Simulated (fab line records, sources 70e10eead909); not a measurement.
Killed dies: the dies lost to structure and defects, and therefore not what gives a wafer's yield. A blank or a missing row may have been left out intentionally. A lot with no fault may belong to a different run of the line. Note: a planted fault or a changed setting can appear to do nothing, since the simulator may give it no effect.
Chamber matching / flow nand harc / NHARC_A_SGD_CUT_ETCHBACK_24 on rie diel-01: 4 sister chambers
The step etches the open film in CH3F/O2, target depth 50 nm, time 92.857 s. 8 wafers are shown with their chamber, then 9 later ones without.

== WAFERS PAIRED WITH THEIR CHAMBERS ==
wafer=L079.6; chamber=0; showerhead plenum p Torr (Torr)=2.63; drypump motor current A (A)=5.6
wafer=L085.5; chamber=1; showerhead plenum p Torr (Torr)=2.46; drypump motor current A (A)=5.4
wafer=L086.2; chamber=1; showerhead plenum p Torr (Torr)=2.46; drypump motor current A (A)=5.3
wafer=L086.4; chamber=3; showerhead plenum p Torr (Torr)=2.29; drypump motor current A (A)=5.3
wafer=L086.6; chamber=2; showerhead plenum p Torr (Torr)=2.54; drypump motor current A (A)=5.7
wafer=L091.2; chamber=3; showerhead plenum p Torr (Torr)=2.29; drypump motor current A (A)=5.3
wafer=L091.4; chamber=2; showerhead plenum p Torr (Torr)=2.54; drypump motor current A (A)=5.7
wafer=L091.5; chamber=0; showerhead plenum p Torr (Torr)=2.62; drypump motor current A (A)=5.6

== WAFERS WITH NO CHAMBER GIVEN ==
wafer=L093.1; showerhead plenum p Torr (Torr)=2.46; drypump motor current A (A)=5.3
wafer=L093.2; showerhead plenum p Torr (Torr)=2.29; drypump motor current A (A)=5.3
wafer=L093.4; showerhead plenum p Torr (Torr)=2.53; drypump motor current A (A)=5.7
wafer=L095.2; showerhead plenum p Torr (Torr)=2.62; drypump motor current A (A)=5.6
wafer=L095.4; showerhead plenum p Torr (Torr)=2.29; drypump motor current A (A)=5.3
wafer=L095.5; showerhead plenum p Torr (Torr)=2.53; drypump motor current A (A)=5.6
wafer=L097.2; showerhead plenum p Torr (Torr)=2.29; drypump motor current A (A)=5.3
wafer=L097.4; showerhead plenum p Torr (Torr)=2.53; drypump motor current A (A)=5.7
wafer=L097.6; showerhead plenum p Torr (Torr)=2.53; drypump motor current A (A)=5.7

== WHICH CHAMBER EACH ONE RAN IN ==
wafer=L093.1; from the rows above=1; in truth=1
wafer=L093.2; from the rows above=3; in truth=3
wafer=L093.4; from the rows above=2; in truth=2
wafer=L095.2; from the rows above=0; in truth=0
wafer=L095.4; from the rows above=3; in truth=3
wafer=L095.5; from the rows above=2; in truth=2
wafer=L097.2; from the rows above=3; in truth=3
wafer=L097.4; from the rows above=2; in truth=2
wafer=L097.6; from the rows above=2; in truth=2
Correct placement for 9 of the 9. Number that these rows cannot place: 0. Number placed wrongly: 0.
How it was worked out, from the rows above alone: a wafer's distance from a chamber is the root of the sum, over the readings, of the square of ((its reading less the chamber's mean) divided by the reading's scatter). The wafer belongs to the nearest chamber; if the next one is less than 2 further off, it can't be placed. The mean given for a chamber averages the wafers shown for that chamber. The scatter is the square root of a quotient: the sum, over the shown wafers, of each reading's squared deviation from its chamber's mean, divided by wafers minus chambers.
